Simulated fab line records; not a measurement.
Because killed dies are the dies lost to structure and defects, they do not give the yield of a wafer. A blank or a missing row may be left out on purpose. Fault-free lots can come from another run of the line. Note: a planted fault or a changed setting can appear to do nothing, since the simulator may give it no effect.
The tool behind it: which one?	flow nand harc	24 lots with 72 wafers sampled at 5 steps, on a route of 1159 steps

== WHAT EACH GAUGE READ, for each wafer ==
NHARC_P_CONTACT_CD_MEAS_12 targets a cd of 90 nm.
lot	measured	on	cd nm (nm)
L074	day 5 10:30	cd sem-02	90.0 89.9 90.0
L075	day 6 03:07	cd sem-01	89.7 90.1 89.7
L076	day 6 04:20	cd sem-01	90.4 90.1 90.2
L077	day 6 09:29	cd sem-03	89.3 89.9 89.9
L079	day 6 18:16	cd sem-01	88.8 89.4 89.4
L078	day 6 19:15	cd sem-03	90.5 90.3 90.6
L080	day 6 19:52	cd sem-02	89.9 91.0 90.3
L081	day 7 08:06	cd sem-03	89.8 90.0 90.3
L083	day 7 14:56	cd sem-03	89.9 89.6 90.6
L082	day 7 17:41	cd sem-02	89.5 90.0 90.0
L085	day 8 08:01	cd sem-03	89.8 90.0 89.5
L084	day 8 08:53	cd sem-03	89.5 90.4 90.0
L086	day 8 21:01	cd sem-01	89.8 89.6 89.8
L088	day 8 21:51	cd sem-02	90.2 90.6 90.3
L087	day 8 22:37	cd sem-03	89.7 90.4 89.9
L089	day 9 11:06	cd sem-01	89.7 89.9 90.1
L090	day 9 11:44	cd sem-02	89.6 89.9 89.7
L092	day 9 22:26	cd sem-02	90.1 89.9 90.2
L091	day 10 00:27	cd sem-02	89.6 89.9 90.1
L093	day 10 04:29	cd sem-03	89.8 89.1 90.2
L094	day 10 15:07	cd sem-02	89.7 90.1 89.7
L095	day 10 15:43	cd sem-02	89.0 89.2 88.9
L097	day 11 01:56	cd sem-03	89.6 90.0 90.0
L096	day 11 03:02	cd sem-01	90.2 89.9 89.9

NHARC_P_BONDPAD_OVL_MEAS_38.
lot	measured	on	overlay x nm (nm)	overlay y nm (nm)
L074	day 6 11:29	overlay-02	-3 -3 -3	0 1 0
L075	day 7 01:00	overlay-01	-15 -15 -15	-2 -2 -2
L076	day 7 01:19	overlay-01	0 1 0	2 2 2
L077	day 7 02:38	overlay-01	-2 -2 -2	12 12 11
L079	day 7 17:34	overlay-02	-5 -5 -5	2 2 2
L078	day 7 18:34	overlay-02	-9 -9 -9	-3 -3 -3
L080	day 7 18:58	overlay-02	1 2 1	-8 -9 -8
L081	day 8 01:29	overlay-01	3 2 2	0 0 0
L083	day 8 11:50	overlay-02	6 6 6	2 2 2
L082	day 8 14:46	overlay-02	-5 -6 -6	9 9 8
L085	day 9 01:50	overlay-02	5 5 6	0 0 0
L084	day 9 02:14	overlay-02	14 14 14	0 -1 0
L086	day 9 15:06	overlay-01	-6 -6 -6	8 8 8
L088	day 9 15:14	overlay-02	13 14 14	-6 -6 -6
L087	day 9 15:52	overlay-02	-5 -5 -5	-5 -6 -5
L089	day 10 07:14	overlay-01	0 0 0	-6 -6 -6
L090	day 10 08:25	overlay-02	-3 -1 -2	-1 -1 -1
L092	day 10 17:54	overlay-02	14 14 14	-1 -1 -1
L091	day 10 18:10	overlay-02	2 3 3	-11 -10 -10
L093	day 10 21:54	overlay-02	3 3 4	5 5 5
L094	day 11 09:29	overlay-02	-2 -2 -2	8 8 8
L095	day 11 14:17	overlay-01	1 1 1	2 2 2
L097	day 11 19:12	overlay-01	-1 -2 -1	3 3 2
L096	day 11 20:01	overlay-01	2 1 1	-2 -2 -2

NHARC_A_ONON_D1_THK_MEAS_21: measures by ellipsometry.
lot	measured	on	thk nm (nm)
L074	day 8 01:14	film metro-01	1012 1013 1012
L075	day 8 14:49	film metro-02	994 996 994
L076	day 8 14:49	film metro-01	999 997 997
L077	day 8 14:48	film metro-01	993 994 992
L079	day 9 06:35	film metro-01	1005 1006 1008
L078	day 9 06:56	film metro-01	1019 1022 1021
L080	day 9 06:40	film metro-01	988 988 989
L081	day 9 15:40	film metro-01	998 999 998
L083	day 10 02:40	film metro-02	1015 1014 1014
L082	day 10 02:40	film metro-02	983 984 983
L085	day 10 16:41	film metro-02	1008 1009 1009
L084	day 10 16:41	film metro-01	993 993 990
L086	day 11 03:28	film metro-02	993 995 995
L088	day 11 03:30	film metro-02	1005 1008 1007
L087	day 11 03:28	film metro-01	998 996 998
L089	day 11 21:29	film metro-01	984 984 983
L090	day 11 21:29	film metro-02	994 994 995
L092	day 12 07:02	film metro-01	999 1000 1001
L091	day 12 07:02	film metro-02	1008 1008 1007
L093	day 12 18:50	film metro-02	994 995 994
L094	day 12 23:49	film metro-02	997 996 995
L095	day 13 05:59	film metro-02	994 995 994
L097	day 13 06:08	film metro-01	997 998 1000
L096	day 13 06:21	film metro-02	1006 1007 1006

== WHAT TOOL EACH LOT RAN ON (gives the tool, then ch and the chambers of the sampled wafers, and finally the start) ==
lot	NHARC_P_CONTACT_STRIP_28	NHARC_P_BONDPAD_DEGAS_25
L074	rie diel-11 ch 0,2, day 5 11:38	pvd sputter-03, day 6 13:00
L075	rie diel-13 ch 1,2,3, day 6 04:17	pvd sputter-03, day 7 02:07
L076	rie diel-11 ch 0,1,3, day 6 05:29	pvd sputter-01, day 7 02:31
L077	rie diel-11 ch 0,1,2, day 6 10:38	pvd sputter-03, day 7 03:43
L079	rie diel-11 ch 0,1, day 6 19:24	pvd sputter-03, day 7 18:37
L078	rie diel-13 ch 0,1,2, day 6 20:25	pvd sputter-02, day 7 19:40
L080	rie diel-13 ch 1,2,3, day 6 21:03	pvd sputter-02, day 7 20:02
L081	rie diel-13 ch 0,1, day 7 09:15	pvd sputter-02, day 8 02:35
L083	rie diel-13 ch 1,2, day 7 16:04	pvd sputter-03, day 8 12:55
L082	rie diel-11 ch 2,3, day 7 18:50	pvd sputter-01, day 8 15:51
L085	rie diel-13 ch 0,1,2, day 8 09:13	pvd sputter-02, day 9 03:08
L084	rie diel-13 ch 1,2, day 8 10:01	pvd sputter-03, day 9 03:17
L086	rie diel-02 ch 0,1,2, day 8 22:10	pvd sputter-03, day 9 16:17
L088	rie diel-02 ch 0,2,3, day 8 23:01	pvd sputter-02, day 9 16:19
L087	rie diel-13 ch 1,2,3, day 8 23:52	pvd sputter-01, day 9 16:55
L089	rie diel-11 ch 0,1, day 9 12:16	pvd sputter-03, day 10 08:24
L090	rie diel-13 ch 0,1, day 9 12:52	pvd sputter-03, day 10 09:35
L092	rie diel-13 ch 0,1,3, day 9 23:34	pvd sputter-01, day 10 19:12
L091	rie diel-02 ch 0,3, day 10 01:35	pvd sputter-03, day 10 19:24
L093	rie diel-11 ch 0,2, day 10 05:37	pvd sputter-03, day 10 23:00
L094	rie diel-11 ch 0,1,3, day 10 16:18	pvd sputter-01, day 11 10:33
L095	rie diel-13 ch 1,2, day 10 16:58	pvd sputter-02, day 11 15:42
L097	rie diel-11 ch 1,2,3, day 11 03:04	pvd sputter-03, day 11 20:29
L096	rie diel-11 ch 0,2,3, day 11 04:17	pvd sputter-03, day 11 21:05
- NHARC_P_CONTACT_STRIP_28: strips in O2.
- NHARC_P_BONDPAD_DEGAS_25: time 60 s.

== AS READ BY THE TOOLS THEMSELVES (means over the sampled wafers that have a number; for cases with no such wafer, the mark the record gives instead) ==
NHARC_P_CONTACT_STRIP_28.
lot	tool	drypump motor current A (A)	oes product au (a.u.)	rf vpp V (V)	showerhead plenum p Torr (Torr)	throttle valve pct (%)
L074	rie diel-11	5.7	1.005	58.1	3.49	17.036
L075	rie diel-13	5.7	0.992	57.6	3.65	17.031
L076	rie diel-11	6.3	1.008	57.8	3.61	17.031
L077	rie diel-11	5.9	1.012	58.1	3.58	17.031
L079	rie diel-11	6.1	1.008	58.6	3.66	17.028
L078	rie diel-13	5.8	0.998	58.0	3.75	17.035
L080	rie diel-13	5.7	1.002	58.2	3.64	17.048
L081	rie diel-13	5.4	0.995	58.3	3.75	17.038
L083	rie diel-13	5.8	1.001	57.8	3.75	17.030
L082	rie diel-11	5.6	1.011	57.5	3.46	17.036
L085	rie diel-13	5.8	0.999	58.3	3.75	17.042
L084	rie diel-13	5.8	1.000	58.5	3.75	17.036
L086	rie diel-02	5.8	1.005	57.4	3.68	17.033
L088	rie diel-02	5.8	1.008	58.6	3.56	17.040
L087	rie diel-13	5.7	0.997	58.7	3.64	17.035
L089	rie diel-11	6.4	0.999	57.7	3.63	17.032
L090	rie diel-13	5.5	1.004	58.8	3.76	17.034
L092	rie diel-13	5.3	1.002	57.3	3.65	17.031
L091	rie diel-02	5.6	1.004	58.2	3.63	17.038
L093	rie diel-11	5.7	1.000	57.5	3.48	17.034
L094	rie diel-11	6.3	1.014	58.0	3.60	17.034
L095	rie diel-13	5.9	1.003	57.9	3.75	17.033
L097	rie diel-11	5.8	0.998	57.3	3.55	17.042
L096	rie diel-11	6.0	1.010	57.5	3.51	17.037

NHARC_P_BONDPAD_DEGAS_25.
lot	tool	heater power w (W)
L074	pvd sputter-03	471
L075	pvd sputter-03	426
L076	pvd sputter-01	469
L077	pvd sputter-03	470
L079	pvd sputter-03	474
L078	pvd sputter-02	464
L080	pvd sputter-02	459
L081	pvd sputter-02	487
L083	pvd sputter-03	512
L082	pvd sputter-01	494
L085	pvd sputter-02	466
L084	pvd sputter-03	415
L086	pvd sputter-03	464
L088	pvd sputter-02	489
L087	pvd sputter-01	483
L089	pvd sputter-03	516
L090	pvd sputter-03	463
L092	pvd sputter-01	493
L091	pvd sputter-03	418
L093	pvd sputter-03	522
L094	pvd sputter-01	514
L095	pvd sputter-02	503
L097	pvd sputter-03	471
L096	pvd sputter-03	469

== THE ANSWER, worked out from the rows above alone ==
Rule: usual is defined by the lots themselves. The widest of any qualifying gaps counts: lots, ordered by their means at a reading, are off when they make up no more than a third of the lots, leave a main group of 4 or more, and stand apart from it by 3 or more times the standard deviation of that group's means. If all means in a main group match to the digits the tables above print for the reading, that group is not used. A lot without any number at a reading at which 4 lots or more have one is off too. Where the step has rows for the other lots, those lots are counted as sound. First the gauges in route order, then the tools' own readings, where a lot's mean is used as printed above. The first step at which some lot is off is used, and at that step the reading that is off furthest; a lot without a number counts as furthest.
None of the lots is off at any reading shown; this tells nothing.

== WHAT THE SIMULATOR HAD INSERTED ==
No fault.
